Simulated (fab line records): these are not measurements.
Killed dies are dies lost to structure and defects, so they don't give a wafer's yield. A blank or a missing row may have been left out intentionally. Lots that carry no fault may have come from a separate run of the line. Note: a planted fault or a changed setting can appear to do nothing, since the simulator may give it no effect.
Tool commonality check | flow nandHarc | Lots sampled 4, wafers sampled 12

== WHY IT WAS OPENED ==
On 3 of the 4 lots, a flag is raised at NHARC_END_SORT_01 on the reading killedAtPeriphery. Wafers without a fault read 3.3, standard deviation 2.4.
Rule: a lot is flagged when every wafer of it that has a number lies more than 4 standard deviations from that mean, or none has a number. The other lots count as sound.

lot  | measured     | on        | killedAtPeriphery, wafer by wafer | flag
L386 | day 19 13:31 | prober-01 | 656 651 659                       | FLAGGED
L385 | day 19 21:18 | prober-02 | 649 650 649                       | FLAGGED
L398 | day 24 07:22 | prober-01 | 5 6 0                             | 
L395 | day 25 06:18 | prober-01 | 641 637 647                       | FLAGGED
Averaged over the flagged lots the numbers come to 648.8, +645.5 from the usual (+99 or more standard deviations).

== EACH LOT AND THE TOOL IT RAN ON ==
The record holds 3 process steps before the reading, out of a route of 1159 steps. Every cell lists first the tool, next ch and the chambers used by the sampled wafers, and last the start.
lot  | flag    | NHARC_P_CONTACT_CMP_24       | NHARC_P_M0_DEP_00              | NHARC_P_M0_ETCH_34
L386 | FLAGGED | cmp-03 ch 0,1, day 6 15:35   | pecvd-01 ch 0,1, day 6 16:03   | rieDiel-10 ch 0,2,3, day 6 17:47
L385 | FLAGGED | cmp-02 ch 0,2,3, day 6 15:20 | pecvd-02 ch 0,1,2, day 6 15:49 | rieDiel-04 ch 0,2, day 6 17:35
L398 |         | cmp-02 ch 1,2, day 9 21:56   | pecvd-02 ch 0,1,2, day 9 22:25 | rieDiel-10 ch 2,3, day 9 23:29
L395 | FLAGGED | cmp-03 ch 1,2, day 9 17:27   | pecvd-03 ch 0,2, day 9 17:55   | rieDiel-10 ch 0,1, day 9 19:41
What the steps here do:
- NHARC_P_CONTACT_CMP_24: polishes, t overpolish 30 s, target thk 200 nm.
- NHARC_P_M0_DEP_00: deposits SiOC, target thk 150 nm.
- NHARC_P_M0_ETCH_34: etches the open film in N2/H2, target depth 40 nm, overetch 12 nm, time 43.94 s.
- NHARC_END_SORT_01

== FLAGGED AGAINST TOTAL, ONE TOOL AT A TIME (gauges that did the reading follow at the end) ==
step                   | tool       | lots run | flagged | share of the flagged lots | sound lots run after its first flagged lot
NHARC_P_CONTACT_CMP_24 | cmp-02     | 2        | 1       | some                      | 1 (L398)
NHARC_P_CONTACT_CMP_24 | cmp-03     | 2        | 2       | some                      | 0
NHARC_P_M0_DEP_00      | pecvd-01   | 1        | 1       | some                      | 0
NHARC_P_M0_DEP_00      | pecvd-02   | 2        | 1       | some                      | 1 (L398)
NHARC_P_M0_DEP_00      | pecvd-03   | 1        | 1       | some                      | 0
NHARC_P_M0_ETCH_34     | rieDiel-04 | 1        | 1       | some                      | 0
NHARC_P_M0_ETCH_34     | rieDiel-10 | 3        | 2       | some                      | 1 (L398)
NHARC_END_SORT_01      | prober-01  | 3        | 2       | some                      | 1 (L398)
NHARC_END_SORT_01      | prober-02  | 1        | 1       | some                      | 0

== WHAT IS ALLOWED BY THE TABLE ==
No row of the table ran every flagged lot.

== WHAT HAD BEEN PUT IN BY THE SIMULATOR ==
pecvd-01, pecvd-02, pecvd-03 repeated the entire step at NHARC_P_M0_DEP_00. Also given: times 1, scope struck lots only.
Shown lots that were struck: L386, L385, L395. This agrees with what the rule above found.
